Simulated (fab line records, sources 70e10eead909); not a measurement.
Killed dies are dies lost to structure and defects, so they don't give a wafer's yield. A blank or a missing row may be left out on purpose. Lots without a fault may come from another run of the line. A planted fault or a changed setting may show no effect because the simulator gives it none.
Chamber matching | flow nand_harc | NHARC_P_M0_DEP_32 on pecvd-03: 3 sister chambers
The step deposits SiCN, target thk 30 nm. 16 wafers are shown with their chamber, then 8 later ones without.

WAFERS WITH THEIR CHAMBER
wafer  | chamber | heater_power_w (W) | rf_fwd_power_W (W) | susceptor_temp_C (C)
L078.2 | 1       | 559                | 449.8              | 369.77
L078.5 | 0       | 552                | 447.6              | 369.89
L078.6 | 1       | 573                | 450.5              | 369.90
L081.1 | 1       | 607                | 446.3              | 370.02
L081.2 | 0       | 498                | 450.0              | 369.90
L081.5 | 1       | 621                | 448.9              | 370.22
L080.1 | 0       | 601                | 451.8              | 370.09
L080.5 | 1       | 616                | 447.6              | 370.24
L080.6 | 2       | 618                | 449.8              | 369.82
L086.1 | 2       | 661                | 446.7              | 369.81
L086.2 | 1       | 638                | 449.2              | 369.81
L086.6 | 2       | 654                | 448.3              | 369.93
L088.1 | 0       | 584                | 448.9              | 370.08
L088.4 | 2       | 657                | 450.7              | 370.25
L088.5 | 1       | 630                | 449.2              | 370.12
L091.1 | 0       | 610                | 449.0              | 369.93

SIGNATURES (means of the wafers above)
reading          | chamber 0 | chamber 1 | chamber 2 | scatter within a chamber
heater_power_w   | 569.00    | 606.29    | 647.50    | 33.6
rf_fwd_power_W   | 449.460   | 448.786   | 448.875   | 1.54
susceptor_temp_C | 369.9780  | 370.0114  | 369.9525  | 0.172
Rule: a wafer's distance from a chamber is the root of the sum, over the readings, of the square of ((its reading less the chamber's mean) divided by the reading's scatter). The wafer belongs to the nearest chamber; if the next one is less than 2 further off, it can't be placed. The scatter: the root of (the sum of the squares of (reading less its chamber's mean) over the shown wafers, divided by (wafers less chambers)).

WAFERS WITHOUT THEIR CHAMBER
wafer  | heater_power_w (W) | rf_fwd_power_W (W) | susceptor_temp_C (C)
L091.2 | 647                | 447.9              | 369.93
L091.3 | 649                | 448.7              | 369.89
L093.1 | 674                | 449.4              | 369.93
L093.3 | 604                | 448.3              | 369.87
L093.6 | 585                | 448.5              | 370.07
L094.2 | 547                | 449.8              | 370.16
L094.4 | 655                | 447.2              | 370.07
L094.5 | 563                | 450.1              | 369.99

WHICH CHAMBER EACH WENT THROUGH
wafer  | from the rows above          | in truth
L091.2 | can't be placed: 2 or 1 or 0 | 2
L091.3 | can't be placed: 2 or 1      | 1
L093.1 | can't be placed: 2 or 1      | 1
L093.3 | can't be placed: 1 or 0 or 2 | 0
L093.6 | can't be placed: 1 or 0 or 2 | 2
L094.2 | can't be placed: 0 or 1      | 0
L094.4 | can't be placed: 2 or 1 or 0 | 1
L094.5 | can't be placed: 0 or 1      | 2
Placed correctly: 0 of 8. Can't be placed from these rows: 8 (the true chamber is among the candidates in 7). Placed wrongly: 0.
